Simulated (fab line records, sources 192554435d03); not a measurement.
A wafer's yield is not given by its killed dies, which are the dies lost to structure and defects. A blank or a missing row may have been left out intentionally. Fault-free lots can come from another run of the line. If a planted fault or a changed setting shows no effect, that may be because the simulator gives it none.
Split-lot experiment + flow n5_finfet + 7 lots, 39 wafers read, on a route of 1938 steps

## SPLIT DETAILS
At N5_SD_EPI_P_ETCH_36 (etches SiARC in CF4, target depth 45.5 nm, time 75.8 s), the setting bias_w was moved away from the recipe's 36 W on 18 of the 39 wafers read, by -19.0% to +15.4%. All remaining wafers had this setting at the recipe value.

The split's own step is where the reading is taken.

## THE READING
rf_vpp_V, in V, at N5_SD_EPI_P_ETCH_36 (etches SiARC in CF4, target depth 45.5 nm, time 75.8 s). Fault-free wafers of this fab line usually give 184.2 V, standard deviation 1.3 V.

| wafer  | tool, chamber at the split | bias_w as run, W | against the recipe | rf_vpp_V, V | against lot-mates on the recipe |
|--------|----------------------------|------------------|--------------------|-------------|---------------------------------|
| L074.1 | rie_diel-06, 3             | 33.45            | -7.1%              | 178.6       | -6.2                            |
| L074.2 | rie_diel-06, 2             | 36               | recipe             | 183.6       | -                               |
| L074.3 | rie_diel-06, 1             | 33.45            | -7.1%              | 175.5       | -9.3                            |
| L074.4 | rie_diel-06, 0             | 33.45            | -7.1%              | 175.6       | -9.2                            |
| L074.5 | rie_diel-06, 0             | 36               | recipe             | 184.6       | -                               |
| L074.6 | rie_diel-06, 3             | 36               | recipe             | 186.2       | -                               |
| L084.1 | rie_diel-06, 1             | 36               | recipe             | 185.1       | -                               |
| L084.2 | rie_diel-06, 3             | 29.15            | -19.0%             | 162.0       | -21.9                           |
| L084.3 | rie_diel-06, 2             | 36               | recipe             | 182.8       | -                               |
| L084.4 | rie_diel-06, 0             | 29.15            | -19.0%             | 161.5       | -22.4                           |
| L084.5 | rie_diel-06, 1             | 29.15            | -19.0%             | 160.8       | -23.1                           |
| L084.6 | rie_diel-06, 2             | 36               | recipe             | 183.7       | -                               |
| L086.1 | rie_diel-06, 2             | 36               | recipe             | 184.8       | -                               |
| L086.2 | rie_diel-06, 1             | 36               | recipe             | 186.2       | -                               |
| L086.3 | rie_diel-06, 0             | 38.48            | +6.9%              | 192.4       | +6.9                            |
| L086.4 | rie_diel-06, 3             | 38.48            | +6.9%              | 194.4       | +8.9                            |
| L086.5 | rie_diel-06, 0             | 38.48            | +6.9%              | 190.7       | +5.2                            |
| L086.6 | rie_diel-06, 3             | 36               | recipe             | 185.4       | -                               |
| L087.1 | rie_diel-03, 3             | 32.59            | -9.5%              | 173.2       | -11.2                           |
| L087.2 | rie_diel-03, 2             | 36               | recipe             | 182.8       | -                               |
| L087.3 | rie_diel-03, 0             | 36               | recipe             | 185.8       | -                               |
| L087.4 | rie_diel-03, 2             | 32.59            | -9.5%              | 173.1       | -11.3                           |
| L087.5 | rie_diel-03, 0             | 36               | recipe             | 184.6       | -                               |
| L087.6 | rie_diel-03, 3             | 32.59            | -9.5%              | 174.2       | -10.2                           |
| L091.1 | rie_diel-01, 0             | 41.55            | +15.4%             | 202.1       | +18.2                           |
| L091.2 | rie_diel-01, 1             | 36               | recipe             | 183.8       | -                               |
| L091.3 | rie_diel-01, 2             | 41.55            | +15.4%             | 200.8       | +16.9                           |
| L091.4 | rie_diel-01, 3             | 36               | recipe             | 183.9       | -                               |
| L091.5 | rie_diel-01, 2             | 36               | recipe             | 183.9       | -                               |
| L091.6 | rie_diel-01, 1             | 41.55            | +15.4%             | 201.8       | +17.9                           |
| L093.1 | rie_diel-03, 3             | 36               | recipe             | 183.7       | -                               |
| L093.2 | rie_diel-03, 1             | 36               | recipe             | 183.6       | -                               |
| L093.3 | rie_diel-03, 0             | 36               | recipe             | 185.3       | -                               |
| L093.4 | rie_diel-03, 2             | 29.99            | -16.7%             | 162.6       | -21.6                           |
| L093.5 | rie_diel-03, 2             | 29.99            | -16.7%             | 162.7       | -21.5                           |
| L093.6 | rie_diel-03, 3             | 29.99            | -16.7%             | 161.9       | -22.3                           |
| L095.1 | rie_diel-03, 3             | 36               | recipe             | 184.8       | -                               |
| L095.2 | rie_diel-03, 0             | 36               | recipe             | 185.4       | -                               |
| L095.5 | rie_diel-03, 1             | 36               | recipe             | 185.5       | -                               |

FIT RESULTS
A straight line over all 39 wafers: rf_vpp_V changes by +1.2 V for each +1% of bias_w; r = +0.99; the points scatter about the line by 1.2 V.
The same after taking each lot's own level away (the mean of its wafers on the recipe; 39 wafers): +1.19 V for each +1%; r = +0.99; scatter 1.1 V.
That fit puts the effect of the largest move of bias_w on the reading at 23 V.
From 183.87 to 185.47 V: that is the span of the lots' own levels, equal to 1.2 times the standard deviation above.
So the lot-to-lot level changes the slope little: the two slopes agree.
Check: for one of the wafers moved furthest among these (-19.0%), held out of the fit, the line's prediction against its lot-mates is -23 V. Against them it came out at -21.9 V.
Tool readings at the split's step, against how far the setting was moved: rf_vpp_V r = +0.99.

## OTHER SPLITS APPLIED TO THESE WAFERS
Before the reading, these wafers also passed through other splits. Each is held against what the fit with the lots' levels taken away leaves over:
| other split on the same wafers               | wafers away from the commonest value | r with rf_vpp_V (lot level and that fit taken away) |
|----------------------------------------------|--------------------------------------|-----------------------------------------------------|
| N5_WELL_APT_EXPOSE_05 dose_mj                | 15                                   | +0.10                                               |
| N5_PMOS_HMC_CHANNEL_EPI_FIN_RECESS_16 time_s | 15                                   | -0.21                                               |
| N5_DUMMY_GATE_HM_DEP_06 target_thk_a         | 30                                   | +0.08                                               |
| N5_DUMMY_GATE_ETCH_37 source_w               | 18                                   | -0.12                                               |
| N5_SD_EPI_N_EPI_21 epi_growth_time_s         | 12                                   | +0.14                                               |

## THE FILE'S OWN FIT
rf_vpp_V changes by +1.19 V for each +1% of bias_w, r = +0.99.
